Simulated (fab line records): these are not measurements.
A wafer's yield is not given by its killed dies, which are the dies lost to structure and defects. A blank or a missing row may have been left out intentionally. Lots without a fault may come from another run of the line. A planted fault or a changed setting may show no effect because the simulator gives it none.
fab line records ; flow n5Finfet
[record] lots = 9; wafers = 25; lastDay = 16
route steps=1938 shown BEOL_M0_SAQP@633 BEOL_M4@1111 PASSIVATION@1936
lots that met no fault: from a run of the same line without faults
startH: start of the lot's first displayed wafer, in hours after the record's first day ; waitH: hours since the lot's step before ; " repeats the value in the row above ; L1.1+2: a single row standing in for several wafers ; - either no value or no given start ; * or withheld: withheld ; < > ~ a bound
route shown NAME@n: a module of which the file shows steps, and the number in the route of the first ; usual: mean and standard deviation over wafers with no fault ; same: alike in all rows ; chamber/n: place in a boat ; sites: per-site readings ; _std_site: their standard deviation ; _edge_site: the outer-site mean with the inner-site mean subtracted ; radiusMm: how far each site lies from the wafer's centre ; mask NAME#n: copy n ; behind: the most recent tool/chamber to have shaped the wafer ; hold: what put the lot on hold/how long, in hours/how the hold closed ; device: whichever transistor did not switch (one of n, p or np) ; end of line: at the end of the route, the tests of the same wafers ; a step with no rows: only its recipe ; killed: dies lost to structure and defects at the first sort, not the wafer's yield ; map: a wafer's dies, x killed, . not, _ none there
set.NAME: the setting that was run; set.NAME@STEP: the one run at that earlier step ; model.NAME: the simulator's own value behind a step, which no gauge read
a sample of lots followed through the steps of the route, with each step as a table and each wafer as a row
services: when a tool's chamber went out of use (startH, in hours from the record's first day, below 0 if earlier), for how many hours, and the reason
[[steps]]
[step N5_BEOL_M0_SAQP_ILD_DEP_01]
[recipe] material = SiOC; targetThkA = 454.19; tempC = 350; precursor = DEMS/O2; pressureTorr = 5; rfW = 500; timeS = 8.7
[usual] heaterPowerW = 452/74; showerheadPlenumPTorr = 5.697/0.0095; throttleValvePct = 12.1/0.88
lot.wafer;tool;chamber;startH;waitH;heaterPowerW;showerheadPlenumPTorr;throttleValvePct
L347.3;pecvd-01;2;109.80;0.0;479;5.700;10.6
L347.4;pecvd-01;0;109.80;0.0;439;5.698;12.7
L347.5;pecvd-01;2;109.80;0.0;488;5.687;10.8
L350.1;pecvd-03;1;126.49;0.0;456;5.702;13.1
L350.3;pecvd-03;2;126.49;0.0;622;5.692;12.1
L350.6;pecvd-03;1;126.49;0.0;462;5.695;13.1
L352.1;pecvd-02;2;137.93;0.0;336;5.692;10.7
L352.4;pecvd-02;2;137.93;0.0;346;5.709;10.7
L352.6;pecvd-02;0;137.93;0.0;523;5.702;11.7
L351.1;pecvd-03;2;140.91;0.0;649;5.683;12.1
L351.4;pecvd-03;0;140.91;0.0;407;5.678;12.5
L351.5;pecvd-03;1;140.91;0.0;416;5.695;13.1
L353.1;pecvd-02;2;143.92;0.0;350;5.696;11.2
L353.3;pecvd-02;0;143.92;0.0;513;5.700;11.9
L353.5;pecvd-02;1;143.92;0.0;577;5.692;12.1
L356.4;pecvd-01;1;165.91;0.0;350;5.682;12.4
L356.5;pecvd-01;2;165.91;0.0;471;5.700;10.7
L356.6;pecvd-01;0;165.91;0.0;433;5.701;12.7
L358.4;pecvd-01;2;183.55;0.0;490;5.701;10.7
L358.6;pecvd-01;0;183.55;0.0;453;5.697;12.8
L359.1;pecvd-01;0;186.55;0.0;494;5.690;12.7
L359.2;pecvd-01;1;186.55;0.0;387;5.680;12.6
L359.3;pecvd-01;2;186.55;0.0;508;5.713;10.8
L363.3;pecvd-01;0;201.13;0.0;474;5.704;12.8
L363.4;pecvd-01;2;201.13;0.0;524;5.713;10.9
[step N5_BEOL_M0_SAQP_HM_DEP_111]
[recipe] material = SiO2; targetThkA = 120; tempC = 400; precursor = SiH4/N2O; pressureTorr = 0.75; rfW = 275; timeS = 7.2
[usual] heaterPowerW = 745/110; showerheadPlenumPTorr = 8.18/0.034
lot.wafer;tool;chamber;startH;waitH;heaterPowerW;showerheadPlenumPTorr
L347.3;pecvd-01;1;110.23;0.0;615;8.14
L347.4;pecvd-01;0;110.23;0.0;742;8.21
L347.5;pecvd-01;1;110.23;0.0;611;8.14
L350.1;pecvd-01;1;128.10;0.0;679;8.14
L350.3;pecvd-01;2;128.10;0.0;818;8.22
L350.6;pecvd-01;2;128.10;0.0;802;8.21
L352.1;pecvd-01;0;140.74;0.0;773;8.21
L352.4;pecvd-01;1;140.74;0.0;609;8.17
L352.6;pecvd-01;0;140.74;0.0;758;8.19
L351.1;pecvd-01;1;141.62;0.0;633;8.14
L351.4;pecvd-01;1;141.62;0.0;625;8.13
L351.5;pecvd-01;2;141.62;0.0;785;8.20
L353.1;pecvd-01;0;144.93;0.0;739;8.21
L353.3;pecvd-01;1;144.93;0.0;645;8.15
L353.5;pecvd-01;2;144.93;0.0;794;8.19
L356.4;pecvd-01;0;169.54;0.1;705;8.20
L356.5;pecvd-01;2;169.54;0.1;811;8.22
L356.6;pecvd-01;1;169.54;0.1;673;8.14
L358.4;pecvd-03;2;184.59;0.1;911;8.16
L358.6;pecvd-03;0;184.59;0.1;580;8.15
L359.1;pecvd-01;1;188.43;0.0;599;8.13
L359.2;pecvd-01;2;188.43;0.0;837;8.21
L359.3;pecvd-01;0;188.43;0.0;781;8.18
L363.3;pecvd-01;0;201.83;0.0;770;8.19
L363.4;pecvd-01;0;201.83;0.0;778;8.21
[step N5_BEOL_M0_SAQP_ETCH_83]
[recipe] chemistry = CF4; target = SiARC; targetDepthA = 390; maskMaterial = CAR-ArF; timeS = 65; ionEnergyEv = 80; pressureMtorr = 40; sourceW = 545; biasW = 36; Ar_flow_sccm = 100; cf4FlowSccm = 100; ends = cleared
[usual] drypumpMotorCurrentA = 5.9/0.6; etchRfOnTimeS = 64.7/0.82; oesProductAu = 0.66/0.086; rfVppV = 184.2/1.3; showerheadPlenumPTorr = 2.15/0.08; throttleValvePct = 15.63/0.21
lot.wafer;tool;chamber;startH;waitH;drypumpMotorCurrentA;etchRfOnTimeS;oesProductAu;rfHoursCounterH;rfVppV;showerheadPlenumPTorr;throttleValvePct
L347.3;rieDiel-03;1;110.80;0.0;6.1;65.1;0.64;127;184.8;2.23;15.68
L347.4;rieDiel-03;3;110.80;0.0;6.4;65.5;0.59;247;182.0;2.03;15.69
L347.5;rieDiel-03;2;110.80;0.0;5.5;65.2;0.63;-;184.1;2.14;15.72
L350.1;rieDiel-01;3;128.76;0.0;6.2;64.8;0.69;88;183.0;2.07;15.38
L350.3;rieDiel-01;0;128.76;0.0;5.8;63.9;0.85;3;185.1;2.28;15.28
L350.6;rieDiel-01;0;128.76;0.0;5.8;64.3;0.85;-;186.2;2.28;15.27
L352.1;rieDiel-01;0;141.31;0.0;5.9;64.1;0.84;7;185.2;2.27;15.29
L352.4;rieDiel-01;1;141.31;0.0;4.7;66.4;0.58;249;185.2;2.19;15.96
L352.6;rieDiel-01;0;141.31;0.0;5.9;64.7;0.83;-;184.6;2.27;15.29
L351.1;rieDiel-04;1;142.19;0.0;5.4;65.7;0.58;249;184.2;2.20;15.90
L351.4;rieDiel-04;3;142.19;0.0;6.8;64.0;0.60;-;181.5;2.04;15.51
L351.5;rieDiel-04;1;142.19;0.0;5.4;66.2;0.58;-;185.3;2.20;15.91
L353.1;rieDiel-04;0;145.92;0.0;5.4;64.5;0.67;147;184.4;2.23;15.76
L353.3;rieDiel-04;3;145.92;0.0;6.7;64.2;0.60;200;183.4;2.04;15.51
L353.5;rieDiel-04;0;145.92;0.0;5.3;64.7;0.67;-;185.5;2.23;15.74
L356.4;rieDiel-04;1;169.96;0.0;5.4;62.6;0.84;4;184.9;2.20;15.45
L356.5;rieDiel-04;3;169.96;0.0;6.8;64.2;0.59;-;183.3;2.04;15.55
L356.6;rieDiel-04;0;169.96;0.0;5.4;65.0;0.66;-;185.9;2.23;15.76
L358.4;rieDiel-04;2;185.14;0.0;6.1;65.4;0.60;228;182.9;2.12;15.80
L358.6;rieDiel-04;3;185.14;0.0;6.7;101.4;0.50;-;182.6;2.04;15.55
L359.1;rieDiel-04;2;188.88;0.0;6.1;65.1;0.60;229;182.9;2.12;15.83
L359.2;rieDiel-04;3;188.88;0.0;6.8;64.7;0.58;218;183.3;2.04;15.55
L359.3;rieDiel-04;0;188.88;0.0;5.4;100.1;0.55;160;185.9;2.23;15.76
L363.3;rieDiel-04;2;202.48;0.0;6.1;100.3;0.51;236;183.4;2.11;15.84
L363.4;rieDiel-04;3;202.48;0.0;6.8;64.6;0.59;220;182.2;2.04;15.56
[step N5_BEOL_M0_SAQP_STRIP_86]
[recipe] chemistry = N2/H2; powerW = 500; tempC = 40; pressureMtorr = 50; rfFrequencyHz = 6e+07; overashFraction = 0.3; biasPowerW = 28; h2Frac = 0.5; n2FlowSccm = 300; h2FlowSccm = 300
[usual] drypumpMotorCurrentA = 5.9/0.6; oesProductAu = 0.79/0.1; powerW = 500.1/1.7; rfVppV = 121.9/1.6; showerheadPlenumPTorr = 3.38/0.13; tempC = 39.99/0.11; throttleValvePct = 18.9/0.35
lot.wafer;tool;chamber;startH;waitH;drypumpMotorCurrentA;oesProductAu;powerW;rfHoursCounterH;rfVppV;showerheadPlenumPTorr;tempC;throttleValvePct
L347.3;rieDiel-03;2;111.14;0.1;5.5;0.75;499.6;168;121.4;3.35;39.95;19.5
L347.4;rieDiel-03;3;111.14;0.1;6.4;0.69;502.2;247;120.9;3.17;39.96;19.0
L347.5;rieDiel-03;0;111.14;0.1;5.1;0.76;497.7;-;121.1;3.23;39.95;18.6
L350.1;rieDiel-01;3;129.10;0.1;6.2;0.80;502.7;88;124.3;3.26;39.90;18.7
L350.3;rieDiel-01;1;129.10;0.1;4.7;0.68;500.2;245;121.8;3.45;39.92;19.1
L350.6;rieDiel-01;1;129.10;0.1;4.7;0.68;500.8;-;119.0;3.45;39.95;19.2
L352.1;rieDiel-01;2;141.64;0.1;6.6;0.68;500.2;237;119.9;3.31;40.01;19.3
L352.4;rieDiel-01;3;141.64;0.1;6.2;0.79;500.4;93;121.2;3.26;39.87;18.7
L352.6;rieDiel-01;1;141.64;0.1;4.7;0.68;501.1;-;121.5;3.45;40.15;19.2
L351.1;rieDiel-04;1;142.53;0.1;5.4;0.68;500.9;249;122.7;3.43;40.12;18.9
L351.4;rieDiel-04;1;142.53;0.1;5.4;0.68;498.4;-;121.6;3.43;40.09;19.0
L351.5;rieDiel-04;0;142.53;0.1;5.3;0.78;502.5;-;122.3;3.50;39.81;19.2
L353.1;rieDiel-04;0;146.45;0.3;5.4;0.78;501.3;147;120.7;3.50;40.02;19.2
L353.3;rieDiel-04;1;146.45;0.3;5.4;0.68;498.2;252;120.6;3.43;40.04;18.9
L353.5;rieDiel-04;1;146.45;0.3;5.4;0.68;500.6;-;124.2;3.43;40.06;18.9
L356.4;rieDiel-04;3;170.30;0.1;6.8;0.69;499.5;211;123.2;3.19;40.03;18.5
L356.5;rieDiel-04;1;170.30;0.1;5.4;0.97;499.7;-;121.9;3.42;39.90;18.6
L356.6;rieDiel-04;0;170.30;0.1;5.4;0.77;498.3;-;121.7;3.50;40.08;19.2
L358.4;rieDiel-04;2;185.53;0.1;6.1;0.70;499.2;228;121.6;3.32;39.90;19.2
L358.6;rieDiel-04;1;185.53;0.1;5.4;0.95;497.6;-;122.6;3.42;40.03;18.5
L359.1;rieDiel-03;2;189.22;0.1;5.5;0.72;499.1;188;119.4;3.34;40.19;19.6
L359.2;rieDiel-03;1;189.22;0.1;6.1;0.74;500.4;143;121.8;3.50;40.02;18.8
L359.3;rieDiel-03;3;189.22;0.1;6.5;0.92;500.7;14;123.6;3.56;39.94;18.6
L363.3;rieDiel-03;0;202.86;0.1;5.1;0.73;503.4;174;121.0;3.21;39.94;18.7
L363.4;rieDiel-03;1;202.86;0.1;6.1;0.73;498.4;149;123.8;3.50;39.99;18.8
[step N5_BEOL_M4_RC_MEAS_101]
[usual] DIBL_N = 35.9/1.4; DIBL_P = 35.9/1.7; IOFF_N = 0.155/0.023; IOFF_P = 0.201/0.029; ION_N = 672/8.8; ION_P = 460/7; SS_N = 71.6/0.48; SS_P = 73.1/0.64; VT_N = 250.0/3; VT_P = -251.6/3
lot.wafer;tool;chamber;startH;waitH;DIBL_N[mV/V];DIBL_P[mV/V];IOFF_N[nA/um];IOFF_P[nA/um];ION_N[uA/um];ION_P[uA/um];SS_N[mV/dec];SS_P[mV/dec];VT_N[mV];VT_P[mV]
L347.3;prober-02;0;170.23;0.3;34.6;35.1;0.131;0.195;667;460;71.7;73.3;250.4;-252.1
L347.4;prober-02;0;170.23;0.3;38.2;38.6;0.191;0.252;680;464;72.2;74.6;245.9;-250.6
L347.5;prober-02;0;170.23;0.3;37.1;37.4;0.174;0.229;672;459;71.7;74.0;247.3;-249.8
L352.1;prober-01;0;191.89;0.0;32.8;34.9;0.126;0.168;663;453;71.3;73.3;254.2;-257.0
L352.4;prober-01;0;191.89;0.0;35.5;37.1;0.165;0.200;671;456;71.5;73.6;250.1;-254.1
L352.6;prober-01;0;191.89;0.0;35.6;37.1;0.161;0.208;668;459;72.1;73.6;251.3;-250.2
L350.1;prober-02;0;194.31;0.0;36.2;35.5;0.143;0.188;669;458;71.7;72.4;251.5;-255.1
L350.3;prober-02;0;194.31;0.0;37.7;36.6;0.163;0.202;666;456;72.1;73.5;251.0;-252.9
L350.6;prober-02;0;194.31;0.0;35.9;35.5;0.145;0.190;674;462;71.3;72.6;250.1;-252.0
L351.1;prober-01;0;198.70;0.0;36.1;36.3;0.168;0.217;675;460;72.0;73.0;247.6;-250.3
L351.4;prober-01;0;198.70;0.0;36.0;36.4;0.163;0.207;676;458;71.1;73.4;250.3;-251.0
L351.5;prober-01;0;198.70;0.0;35.6;36.0;0.172;0.213;673;457;71.3;73.2;248.9;-250.2
L353.1;prober-01;0;202.06;0.0;34.1;35.0;0.128;0.162;660;452;71.6;72.4;252.3;-254.1
L353.3;prober-01;0;202.06;0.0;35.3;36.8;0.150;0.179;674;457;71.1;73.4;249.7;-254.3
L353.5;prober-01;0;202.06;0.0;36.0;37.7;0.161;0.186;676;460;72.0;73.6;251.4;-253.0
L356.4;prober-02;0;234.46;0.5;33.1;31.8;0.114;0.162;657;454;71.0;72.5;251.4;-253.1
L356.5;prober-02;0;234.46;0.5;35.3;34.6;0.157;0.205;674;459;71.5;73.1;247.7;-252.2
L356.6;prober-02;0;234.46;0.5;33.2;32.0;0.117;0.164;674;458;69.9;71.5;253.3;-252.7
L359.1;prober-02;0;245.48;0.0;36.2;34.6;0.138;0.180;671;461;70.9;72.2;249.2;-253.5
L359.2;prober-02;0;245.48;0.0;35.2;33.5;0.123;0.166;666;453;70.5;72.1;253.1;-256.0
L359.3;prober-02;0;245.48;0.0;37.1;35.2;0.146;0.188;672;462;71.4;72.7;251.4;-252.9
L358.4;prober-01;0;248.85;0.5;34.7;37.1;0.157;0.220;673;465;71.6;74.4;249.8;-249.0
L358.6;prober-01;0;248.85;0.5;33.2;35.7;0.140;0.197;665;463;71.6;73.1;250.3;-251.5
L363.3;prober-01;0;269.49;0.3;38.6;36.4;0.165;0.210;677;464;71.7;73.7;249.1;-251.6
L363.4;prober-01;0;269.49;0.3;39.0;37.3;0.177;0.217;675;457;71.8;74.6;250.3;-251.7
[step N5_PASSIVATION_PROBE_49]
[usual] defectLimitedYield = 91.7/1.5; killed_at_M0_to_M3 = 30/8.6; killed_at_M4_up = 12/4.5; killedAtContacts = 13/5.8; killedAtFrontEnd = 38/11; killedAtOther = 4/3; killedDies = 97/17; killedOpen = 63/12; killedShort = 32/8.8; sort_bin_5_function = 4.8/0.91; sort_bin_6_memory = 3.1/0.68; sortNPass = 1083/17; sortYieldPct = 91.7/1.5
[same] grossDies = 1180; killedAtBackSide = 0; sort_bin_4_leakage[%] = 0; sort_bin_8_speed[%] = 0
lot.wafer;tool;chamber;startH;waitH;defectLimitedYield[%];killed_at_M0_to_M3;killed_at_M4_up;killedAtContacts;killedAtFrontEnd;killedAtOther;killedDies;killedOpen;killedShort;sort_bin_5_function[%];sort_bin_6_memory[%];sortNPass;sortYieldPct[%]
L352.1;prober-01;-;298.25;0.0;92.0;30;6;8;46;4;94;61;28;4.5;3.3;1086;92.0
L352.4;prober-01;-;298.40;0.2;92.2;26;11;13;38;4;92;60;31;4.6;2.7;1088;92.2
L352.6;prober-01;-;298.50;0.3;92.3;29;7;10;36;9;91;55;29;4.7;2.0;1089;92.3
L351.1;prober-02;-;305.99;0.2;89.2;38;11;24;52;2;127;84;41;7.1;3.5;1053;89.2
L351.4;prober-02;-;306.14;0.3;92.3;23;12;13;41;2;91;47;38;4.7;2.8;1089;92.3
L351.5;prober-02;-;306.19;0.4;90.3;28;15;9;58;5;115;67;43;5.7;3.6;1065;90.3
L358.4;prober-02;-;357.15;0.2;92.6;21;9;7;43;7;87;54;32;4.5;2.7;1093;92.6
L358.6;prober-02;-;357.25;0.3;93.3;17;12;18;30;2;79;56;22;3.7;2.9;1101;93.3
// killed by level:class
L352.1 STI_FIN_REVEAL:geometricParticle:open=11 BEOL_M1:geometricParticle:open=10 FIN_SAQP:geometricParticle:short=9 FIN_SAQP:geometricParticle:open=8 DUMMY_GATE:geometricParticle:open=6 MOL_CONTACT_COAG:geometricParticle:open=5 BEOL_M0_SAQP:geometricParticle:open=4 SD_EPI_P:coatMicrobubblePrinted=4
L352.4 MOL_CONTACT_COAG:geometricParticle:open=9 FIN_SAQP:geometricParticle:open=8 BEOL_M0_SAQP:geometricParticle:open=7 BEOL_M1:geometricParticle:open=7 BEOL_M0_SAQP:geometricParticle:short=6 STARTING-WAFER:geometricParticle:short=6 FIN_SAQP:geometricParticle:short=5 STI_FIN_REVEAL:geometricParticle:open=5
L352.6 BEOL_M0_SAQP:geometricParticle:open=10 MOL_CONTACT_COAG:geometricParticle:open=9 BEOL_M0_SAQP:geometricParticle:short=6 STI_FIN_REVEAL:geometricParticle:open=5 GATE_CUT:geometricParticle:short=5 GATE_CUT:geometricParticle:open=5 BEOL_M1:geometricParticle:open=5 BEOL_M8:geometricParticle:open=5
L351.1 FIN_SAQP:geometricParticle:short=22 MOL_CONTACT_COAG:geometricParticle:open=18 BEOL_M0_SAQP:geometricParticle:open=16 FIN_SAQP:geometricParticle:open=11 MOL_CONTACT_COAG:geometricParticle:short=6 BEOL_M1:geometricParticle:open=5 BEOL_M0_SAQP:geometricParticle:short=5 BEOL_M2:geometricParticle:open=5
L351.4 FIN_SAQP:geometricParticle:short=9 MOL_CONTACT_COAG:geometricParticle:open=9 BEOL_M0_SAQP:geometricParticle:short=7 FIN_SAQP:geometricParticle:open=5 BEOL_M2:geometricParticle:open=5 BEOL_M3:geometricParticle:short=5 FIN_CUT:geometricParticle:short=4 MOL_CONTACT_COAG:geometricParticle:short=4
L351.5 FIN_SAQP:geometricParticle:short=19 BEOL_M0_SAQP:geometricParticle:short=9 FIN_SAQP:geometricParticle:open=8 BEOL_M3:geometricParticle:open=8 MOL_CONTACT_COAG:geometricParticle:open=7 BEOL_M0_SAQP:geometricParticle:open=7 BEOL_M4:geometricParticle:open=7 STI_FIN_REVEAL:geometricParticle:open=5
L358.4 STI_FIN_REVEAL:geometricParticle:open=11 FIN_SAQP:geometricParticle:short=9 MOL_CONTACT_COAG:geometricParticle:open=6 FIN_SAQP:geometricParticle:open=5 BEOL_M0_SAQP:geometricParticle:short=5 STI_FIN_REVEAL:geometricParticle:short=4 BEOL_M0:geometricParticle:open=4 BEOL_M2:geometricParticle:open=4
L358.6 MOL_CONTACT_COAG:geometricParticle:open=15 FIN_SAQP:geometricParticle:open=6 STI_FIN_REVEAL:geometricParticle:open=5 BEOL_M2:geometricParticle:open=4 BEOL_M0:geometricParticle:open=4 BEOL_M4:geometricParticle:short=4 DUMMY_GATE:geometricParticle:open=3 MOL_CONTACT_COAG:geometricParticle:short=3
[[services]]
tool;chamber;startH;hours;kind
rieDiel-01;0;93.52;-;clean
rieDiel-01;0;93.52;-;consumableReplace:focusRing
rieDiel-01;0;93.52;-;consumableReplace:showerhead
rieDiel-01;0;93.52;22.0;scheduledDown
rieDiel-01;0;93.52;22.0;ventCycle
rieDiel-03;-;123.29;14.6;pm
rieDiel-04;2;124.85;24.6;repair
rieDiel-01;1;144.70;-;clean
rieDiel-01;1;144.70;-;consumableReplace:focusRing
rieDiel-01;1;144.70;16.8;scheduledDown
rieDiel-01;1;144.70;16.8;ventCycle
pecvd-01;-;146.33;0.9;repair
rieDiel-04;1;149.68;-;clean
rieDiel-04;1;149.68;-;consumableReplace:focusRing
rieDiel-04;0;161.53;6.6;repair
rieDiel-03;1;175.27;12.3;repair
rieDiel-01;2;178.99;-;clean
rieDiel-01;2;178.99;-;consumableReplace:focusRing
rieDiel-01;2;178.99;18.5;scheduledDown
rieDiel-01;2;178.99;18.5;ventCycle
pecvd-02;-;181.36;28.1;pm
pecvd-03;2;185.47;8.2;repair
pecvd-03;-;193.15;14.6;pm
rieDiel-04;3;193.45;8.9;repair
[[key]]
[firstSign] step = N5_BEOL_M0_SAQP_ETCH_83; reading = etchRfOnTimeS; direction = up; sigmas = 44; usual = *; struck = *
effect none on later readings
metAt N5_BEOL_M0_SAQP_ETCH_83
struckLots L358,L359,L363
struckWafers L358.6,L359.3,L363.3
notActingAt N5_BEOL_M0_SAQP_ILD_DEP_01,N5_BEOL_M0_SAQP_HM_DEP_111,N5_BEOL_M0_SAQP_STRIP_86
onsetBetween 169.96 185.14
[fault] kind = processParameterDrift; tool = rieDiel-04; chamber = -; onsetH = 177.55; steps = N5_BEOL_M0_SAQP_ETCH_83; channel = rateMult; offset = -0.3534; shape = step; endH = 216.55; scope = struckWafersOnly
